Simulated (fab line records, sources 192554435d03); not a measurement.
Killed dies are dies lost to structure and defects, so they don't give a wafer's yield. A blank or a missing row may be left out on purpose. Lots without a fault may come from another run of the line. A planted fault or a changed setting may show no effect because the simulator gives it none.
Split-lot experiment | flow n5_finfet | 7 lots, 21 wafers read, on a route of 1938 steps

THE SPLIT
At N5_BEOL_M10_COAT_63 (time 60 s, resist thk 100 nm), the setting spin_rpm was moved away from the recipe's 1500 rpm on 4 of the 21 wafers read, by -9.1% to -4.9%. The other wafers ran this setting at the recipe's value.

FROM THE SPLIT TO THE READING: what the file shows between them, 6 steps
- N5_BEOL_M10_COAT_64: time 60 s, resist thk 30 nm
- N5_BEOL_M10_COAT_22: resist thk 90 nm
- N5_BEOL_M10_DESCUM_33: chemistry O2, time 7.9 s
- N5_BEOL_M10_ETCH_65: etches SiARC in CF4, target depth 39 nm, time 65 s
- N5_BEOL_M10_ETCH_66: etches SOC in N2/H2, target depth 120 nm, overetch 24 nm, time 180 s
- N5_BEOL_M10_STRIP_69: strips in N2/H2

THE READING
SOC_of_BEOL_M10_COAT_63.thk_nm (the simulator's own value, which no gauge read), in nm, at N5_BEOL_M10_VIA_ETCH_34 (etches SiCOH lowk in C4F6/O2, target depth 184.5 nm, time 69.2 s). The file gives no usual value for it. The 17 wafers here that ran the recipe average 91.9 nm, standard deviation 0.25 nm.

wafer  | tool, chamber at the split | spin_rpm as run, rpm | against the recipe | SOC_of_BEOL_M10_COAT_63.thk_nm, nm | against lot-mates on the recipe
L076.2 | litho_track-01, 0          | 1500                 | recipe             | 92                                 | -
L076.4 | litho_track-01, 0          | 1500                 | recipe             | 91.8                               | -
L076.6 | litho_track-01, 0          | 1398                 | -6.8%              | 95.2                               | +3.3
L078.1 | litho_track-01, 0          | 1500                 | recipe             | 91.6                               | -
L078.6 | litho_track-01, 0          | 1500                 | recipe             | 91.6                               | -
L078.2 | litho_track-01, 0          | 1500                 | recipe             | 91.8                               | -
L082.3 | litho_track-03, 0          | 1500                 | recipe             | 92                                 | -
L082.5 | litho_track-03, 0          | 1500                 | recipe             | 92                                 | -
L082.4 | litho_track-03, 0          | 1500                 | recipe             | 92.6                               | -
L083.1 | litho_track-03, 0          | 1500                 | recipe             | 91.8                               | -
L083.2 | litho_track-03, 0          | 1500                 | recipe             | 91.6                               | -
L083.5 | litho_track-03, 0          | 1500                 | recipe             | 91.6                               | -
L089.2 | litho_track-03, 0          | 1500                 | recipe             | 91.8                               | -
L089.3 | litho_track-03, 0          | 1500                 | recipe             | 91.8                               | -
L089.4 | litho_track-03, 0          | 1363                 | -9.1%              | 97                                 | +5.2
L092.1 | litho_track-03, 0          | 1500                 | recipe             | 91.8                               | -
L092.2 | litho_track-03, 0          | 1500                 | recipe             | 91.8                               | -
L092.4 | litho_track-03, 0          | 1500                 | recipe             | 92.2                               | -
L096.1 | litho_track-01, 0          | 1427                 | -4.9%              | 93.8                               | +2.0
L096.3 | litho_track-01, 0          | 1427                 | -4.9%              | 93.8                               | +2.0
L096.2 | litho_track-01, 0          | 1500                 | recipe             | 91.8                               | -

THE FIT
A straight line over all 21 wafers: SOC_of_BEOL_M10_COAT_63.thk_nm changes by -0.504 nm for each +1% of spin_rpm; r = -0.98; the points scatter about the line by 0.31 nm.
The same after taking each lot's own level away (the mean of its wafers on the recipe; 21 wafers): -0.509 nm for each +1%; r = -0.98; scatter 0.25 nm.
On that fit, the largest move of spin_rpm shifts the reading by 4.6 nm.
The lots' own levels span 91.67 to 92.20 nm, that is 2.2 times the standard deviation above.
So the lot-to-lot level changes the slope little: the two slopes agree.
Check: with one of the wafers moved furthest among these (-9.1%) left out of the fit, the line predicts +4.09 nm for it against its lot-mates. It came out at +5.2 nm against them.

OTHER SPLITS ON THESE WAFERS
These wafers also went through other splits before the reading. Each is held against what the fit with the lots' levels taken away leaves over:
other split on the same wafers   | wafers away from the commonest value | r with SOC_of_BEOL_M10_COAT_63.thk_nm (lot level and that fit taken away)
N5_BEOL_M8_EXPOSE_25 dose_mj     | 9                                    | +0.31
N5_BEOL_M9_TRENCH_ETCH_37 bias_w | 9                                    | +0.41
N5_BEOL_M10_ETCH_62 time_s       | 4                                    | +0.28

THE WHOLE CHAIN: every reading that the file lists as answering this split, in the file's order
step                    | what it does                                                         | reading                                                                         | change (the file's fit)               | r (the file's)
N5_BEOL_M10_COAT_63     | time 60 s, resist thk 100 nm                                         | SOC_of_BEOL_M10_COAT_63.thk_nm (the simulator's own value, which no gauge read) | -0.532 nm for each +1% of the setting | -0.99
N5_BEOL_M10_ETCH_66     | etches SOC in N2/H2, target depth 120 nm, overetch 24 nm, time 180 s | etch.depth_nm (the simulator's own value, which no gauge read)                  | -0.525 nm for each +1% of the setting | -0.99
N5_BEOL_M10_VIA_ETCH_34 | etches SiCOH lowk in C4F6/O2, target depth 184.5 nm, time 69.2 s     | SOC_of_BEOL_M10_COAT_63.thk_nm (the simulator's own value, which no gauge read) | -0.52 nm for each +1% of the setting  | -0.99

THE FILE'S OWN FIT
SOC_of_BEOL_M10_COAT_63.thk_nm changes by -0.52 nm for each +1% of spin_rpm, r = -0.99.
